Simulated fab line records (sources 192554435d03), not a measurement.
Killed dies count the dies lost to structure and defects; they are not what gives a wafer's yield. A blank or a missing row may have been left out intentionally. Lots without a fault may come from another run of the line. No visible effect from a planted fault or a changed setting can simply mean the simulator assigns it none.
Matching of chambers :: flow n5 finfet :: N5_HKMG_FIN_DESCUM_17 on rie diel-04: 3 sister chambers
The step chemistry O2, time 7.9 s. 14 wafers are shown with their chamber, then 6 later ones without.

EACH WAFER AND ITS CHAMBER
wafer: L078.1
chamber: 2
throttle valve pct (%): 20.10
drypump motor current A (A): 5.7
showerhead plenum p Torr (Torr): 2.09

wafer: L078.4
chamber: 3
throttle valve pct (%): 20.46
drypump motor current A (A): 5.6
showerhead plenum p Torr (Torr): 2.16

wafer: L078.6
chamber: 1
throttle valve pct (%): 20.42
drypump motor current A (A): 6.3
showerhead plenum p Torr (Torr): 2.15

wafer: L080.2
chamber: 3
throttle valve pct (%): 20.47
drypump motor current A (A): 5.7
showerhead plenum p Torr (Torr): 2.16

wafer: L080.4
chamber: 2
throttle valve pct (%): 20.11
drypump motor current A (A): 5.7
showerhead plenum p Torr (Torr): 2.09

wafer: L080.5
chamber: 1
throttle valve pct (%): 20.42
drypump motor current A (A): 6.3
showerhead plenum p Torr (Torr): 2.15

wafer: L082.1
chamber: 2
throttle valve pct (%): 20.12
drypump motor current A (A): 5.7
showerhead plenum p Torr (Torr): 2.09

wafer: L082.3
chamber: 3
throttle valve pct (%): 20.48
drypump motor current A (A): 5.7
showerhead plenum p Torr (Torr): 2.16

wafer: L082.6
chamber: 1
throttle valve pct (%): 20.43
drypump motor current A (A): 6.3
showerhead plenum p Torr (Torr): 2.15

wafer: L083.1
chamber: 2
throttle valve pct (%): 20.11
drypump motor current A (A): 5.7
showerhead plenum p Torr (Torr): 2.09

wafer: L083.2
chamber: 1
throttle valve pct (%): 20.43
drypump motor current A (A): 6.3
showerhead plenum p Torr (Torr): 2.15

wafer: L083.5
chamber: 3
throttle valve pct (%): 20.47
drypump motor current A (A): 5.6
showerhead plenum p Torr (Torr): 2.15

wafer: L086.3
chamber: 3
throttle valve pct (%): 20.49
drypump motor current A (A): 5.6
showerhead plenum p Torr (Torr): 2.15

wafer: L086.5
chamber: 3
throttle valve pct (%): 20.49
drypump motor current A (A): 5.6
showerhead plenum p Torr (Torr): 2.15

SIGNATURES (means of the wafers above)
reading: throttle valve pct
chamber 1: 20.4250
chamber 2: 20.1100
chamber 3: 20.4767
scatter within a chamber: 0.00969

reading: drypump motor current A
chamber 1: 6.300
chamber 2: 5.700
chamber 3: 5.633
scatter within a chamber: 0.0348

reading: showerhead plenum p Torr
chamber 1: 2.1500
chamber 2: 2.0900
chamber 3: 2.1550
scatter within a chamber: 0.00369
Rule: for a wafer and a chamber, the distance is found by dividing, reading by reading, the gap between the wafer's reading and the chamber's mean by the reading's scatter, squaring, summing and taking the root. The wafer belongs to the nearest chamber; if the next one is less than 2 further off, it can't be placed. The scatter: take each reading less its chamber's mean, square it, sum over the shown wafers, divide by the number of wafers less the number of chambers, and take the root.

WAFERS MISSING THEIR CHAMBER
wafer: L086.6
throttle valve pct (%): 20.11
drypump motor current A (A): 5.7
showerhead plenum p Torr (Torr): 2.09

wafer: L088.1
throttle valve pct (%): 20.13
drypump motor current A (A): 5.7
showerhead plenum p Torr (Torr): 2.09

wafer: L088.6
throttle valve pct (%): 20.49
drypump motor current A (A): 5.7
showerhead plenum p Torr (Torr): 2.15

wafer: L093.1
throttle valve pct (%): 20.15
drypump motor current A (A): 5.7
showerhead plenum p Torr (Torr): 2.08

wafer: L093.3
throttle valve pct (%): 20.51
drypump motor current A (A): 5.7
showerhead plenum p Torr (Torr): 2.15

wafer: L093.6
throttle valve pct (%): 20.50
drypump motor current A (A): 5.6
showerhead plenum p Torr (Torr): 2.15

WHICH CHAMBER EACH ONE RAN IN
wafer: L086.6
from the rows above: 2
in truth: 2

wafer: L088.1
from the rows above: 2
in truth: 2

wafer: L088.6
from the rows above: 3
in truth: 3

wafer: L093.1
from the rows above: 2
in truth: 2

wafer: L093.3
from the rows above: 3
in truth: 3

wafer: L093.6
from the rows above: 3
in truth: 3
Placed correctly: 6 of 6. From these rows, 0 cannot be placed. 0 placed wrongly.
